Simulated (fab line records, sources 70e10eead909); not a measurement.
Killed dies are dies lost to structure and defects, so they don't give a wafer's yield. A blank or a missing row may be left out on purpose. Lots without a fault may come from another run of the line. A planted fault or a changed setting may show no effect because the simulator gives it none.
Problem report in the 8D (eight disciplines) form, filled by code | flow nand_harc | the parts of the form that need people (team, actions taken, sign-off) are left out

1. THE PROBLEM
killed_at_array at NHARC_END_SORT_01 reads a mean of 675 on 6 wafers of 2 lots; wafers without a fault read 52 with a standard deviation of 19. That is +33 standard deviations from the usual mean.
First seen on wafer L278.1, day 32 05:19, on prober-01. The record holds 6 wafers of 2 lots with a number at this step. Rule for "out", or "out of limits": more than 4 standard deviations from the usual mean. The other wafers with a number count as sound.

2. WHAT IT IS AND WHAT IT IS NOT
question                    | is                           | is not
which readings at this step | killed_at_array, killed_dies | killed_at_other, killed_at_periphery, killed_open, killed_short
which lots                  | L277, L278                   | -
which wafers of those lots  | all that have a number       | -
read on which gauges        | prober-01                    | -
when                        | from day 32 05:19            | up to then (0 sound wafers)

3. SUSPECTS, AND WHAT RULES EACH OUT
Counting: a tool at a process step up to the reading stays a suspect if it ran every lot that is out and no sound lot after the first of them.
- the gauge at NHARC_END_SORT_01: ruled out. All the wafers that are out were read on prober-01, but those of them that NHARC_A_STAIRCASE_ETCH_203 has rows for are out there too, on other tools.
- rie_diel-04 at NHARC_A_STAIRCASE_TRIM_196 (chemistry O2, time 211.2 s): kept. It ran every lot that is out, first L278 (day 23 16:26), and no sound lot after that.
- rie_diel-04 at NHARC_A_STAIRCASE_ETCH_201 (etches the open film in C4F8/O2, target depth 100 nm, time 40.5 s): kept. It ran every lot that is out, first L278 (day 23 17:19), and no sound lot after that. NHARC_A_STAIRCASE_ETCH_201 gives no start for some lots, so the hours and the order of its lots are those of NHARC_A_STAIRCASE_ETCH_203.
- rie_diel-04 at NHARC_A_STAIRCASE_ETCH_203 (etches the open film in C4F8/O2, target depth 100 nm, time 40.5 s): kept. It ran every lot that is out, first L278 (day 23 17:19), and no sound lot after that. Its own readings are out on those wafers: oes_product_au.
Left after counting: rie_diel-04 at NHARC_A_STAIRCASE_TRIM_196, rie_diel-04 at NHARC_A_STAIRCASE_ETCH_201, rie_diel-04 at NHARC_A_STAIRCASE_ETCH_203.

4. THE CAUSE (what the simulator had put in)
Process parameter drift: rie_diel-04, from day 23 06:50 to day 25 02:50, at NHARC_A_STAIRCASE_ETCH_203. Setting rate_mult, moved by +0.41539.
Counting left 3 suspects, and this tool is among them.

5. THE CHAIN OF EFFECTS, in route order
Each row: a reading whose mean over the struck wafers that have a number lies more than 3 standard deviations from the usual. Only readings for which the record gives a usual standard deviation are gone through. hours: the time from each lot's start at the first step in this table that gives one to its start at this step, as a median over the lots. sigmas: the change in usual standard deviations.
hours | step                       | reading         | usual      | on struck wafers | change | sigmas
0     | NHARC_A_STAIRCASE_ETCH_203 | oes_product_au  | 0.947 a.u. | 1.198            | +0.251 | +17
209   | NHARC_END_SORT_01          | killed_at_array | 52         | 675              | +623   | +33
209   | NHARC_END_SORT_01          | killed_dies     | 57         | 677              | +620   | +33
The process steps in it:
- NHARC_A_STAIRCASE_ETCH_203: etches the open film in C4F8/O2, target depth 100 nm, time 40.5 s.

6. WHAT WOULD HAVE CAUGHT IT SOONER
In this record the first reading out of limits at a measuring or inspecting step was taken at day 32 05:19, 214 hours after the fault began at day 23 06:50.
The tool's own readings at NHARC_A_STAIRCASE_ETCH_203 were out on every struck wafer that the step has a row for (oes_product_au): an alarm limit on them would have fired on the first of those.
All the lots that are out (2) had begun NHARC_A_STAIRCASE_ETCH_203 on rie_diel-04 by day 32 05:19. A hold on the tool at that time would have spared none of them.
